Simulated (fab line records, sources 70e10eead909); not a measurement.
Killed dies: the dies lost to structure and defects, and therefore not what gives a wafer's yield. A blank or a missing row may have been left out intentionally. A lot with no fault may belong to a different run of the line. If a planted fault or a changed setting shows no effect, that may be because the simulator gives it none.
A struck lot beside a sound one    flow nand_harc    14 steps out of a route of 1302
Sound: these wafers, L866.4, L866.5, L866.6. Struck: wafer L884.3. (L884.2, L884.4 of the same lot were not struck and are left out.) The cause comes at the end.
Per side, at each step with rows, come the tool, then ch with its chambers, and then its first start. Under that, the readings that differ: sound wafers    struck wafers    difference of the means    sigmas: that difference in standard deviations of wafers without a fault.
alike: a reading whose means differ by less than 2 such deviations, as well as words and numbers matching on both sides. not compared: withheld readings; readings where some wafer has no value; bounds like >300 that might hide an equal value; numbers whose values overlap and for which the record gives no deviation.
The two part at a step that has a row with sigmas, a row that says differs or no value, or rows on one side only. Numbers that don't overlap but have no deviation are shown without sigmas and don't part them. Lack of a reading on every wafer of one side parts them only where that side has two or more wafers.

NHARC_A_CHANNEL_FILL_D1_ALD_15: deposits SiNx, target thk 2 nm, pulse time 60 s, ald cycles 19.
  sound: ald_sin_batch-02 ch 0; struck: ald_sin_batch-01 ch 0
  alike: precursor_pulse_height_rel
  not compared: ald_cycles
NHARC_A_CHANNEL_FILL_D1_ALD_16: deposits SiO2, target thk 1.5 nm, pulse time 10 s, ald cycles 15.
  sound on ald_hk-01 ch 1,2, day 9 21:10; struck on ald_hk-01 ch 3, day 17 20:35
  alike: heater_power_w, precursor_pulse_height_rel
  not compared: ald_cycles
then, 2 steps without rows for these wafers: NHARC_A_CHANNEL_FILL_D1_ANNEAL_17 (time 1800 s); NHARC_A_CHANNEL_FILL_D1_CVD_18 (deposits poly-Si, target thk 3 nm).
NHARC_A_CHANNEL_FILL_D1_ETCHBACK_19: etches the open film in HBr/Cl2, target depth 5 nm, time 1.7 s.
  sound on rie_si-02 ch 1,2,3, day 10 10:46; struck on rie_si-02 ch 2, day 18 08:19
reading                      sound        struck  difference  sigmas
drypump_motor_current_A (A)  5.8 4.9 6.6  4.9     -0.9        -2
  alike: he_backside_leak_sccm, oes_product_au, throttle_valve_pct
  not compared: rf_hours_counter_h
NHARC_A_CHANNEL_FILL_D1_ETCHBACK_20: etches the open film in C4F8/O2/Ar, target depth 27 nm, time 13.5 s.
  sound on rie_diel-08 ch 2,3, day 10 10:52; struck on rie_diel-13 ch 0, day 18 08:26
  alike: oes_product_au, rf_vpp_V
  not compared: rf_hours_counter_h
NHARC_A_CHANNEL_FILL_D1_STRIP_28: strips in O2, time 20 s.
  sound on rie_diel-08 ch 0,2,3, day 10 10:58; struck on rie_diel-13 ch 3, day 18 08:33
  alike: drypump_motor_current_A, oes_product_au, rf_vpp_V, showerhead_plenum_p_Torr, throttle_valve_pct
  not compared: rf_hours_counter_h
then, 4 steps without rows for these wafers: NHARC_A_CHANNEL_FILL_D1_PRECLEAN_21 (cleans in dHF, time 30 s); NHARC_A_CHANNEL_FILL_D1_SRD_23; NHARC_A_CHANNEL_FILL_D1_CVD_05 (deposits poly-Si, target thk 5 nm); NHARC_A_CHANNEL_FILL_D1_ANNEAL_22 (time 7200 s).
NHARC_A_CHANNEL_FILL_D1_ALD_25: deposits SiOx, target thk 60 nm, pulse time 10 s, ald cycles 600.
  sound on ald_hk-01 ch 0,1,3, day 11 03:13; struck on ald_hk-01 ch 1, day 18 20:26
reading     sound        struck  difference  sigmas
ald_cycles  600 600 600  531     -69         
  alike: heater_power_w, precursor_pulse_height_rel
then, 1 step without rows for these wafers: NHARC_A_CHANNEL_FILL_D1_ETCHBACK_08 (etches the open film in C4F8, target depth 220 nm, time 110 s).
NHARC_END_SORT_01:
  the record has rows for the sound wafers here (prober-02 ch 0, day 25 08:04) and none for the struck ones

## WHERE THEY PART
Earliest at NHARC_A_CHANNEL_FILL_D1_ETCHBACK_19; latest, in this record, at NHARC_END_SORT_01.

WHY: the cause the simulator had injected
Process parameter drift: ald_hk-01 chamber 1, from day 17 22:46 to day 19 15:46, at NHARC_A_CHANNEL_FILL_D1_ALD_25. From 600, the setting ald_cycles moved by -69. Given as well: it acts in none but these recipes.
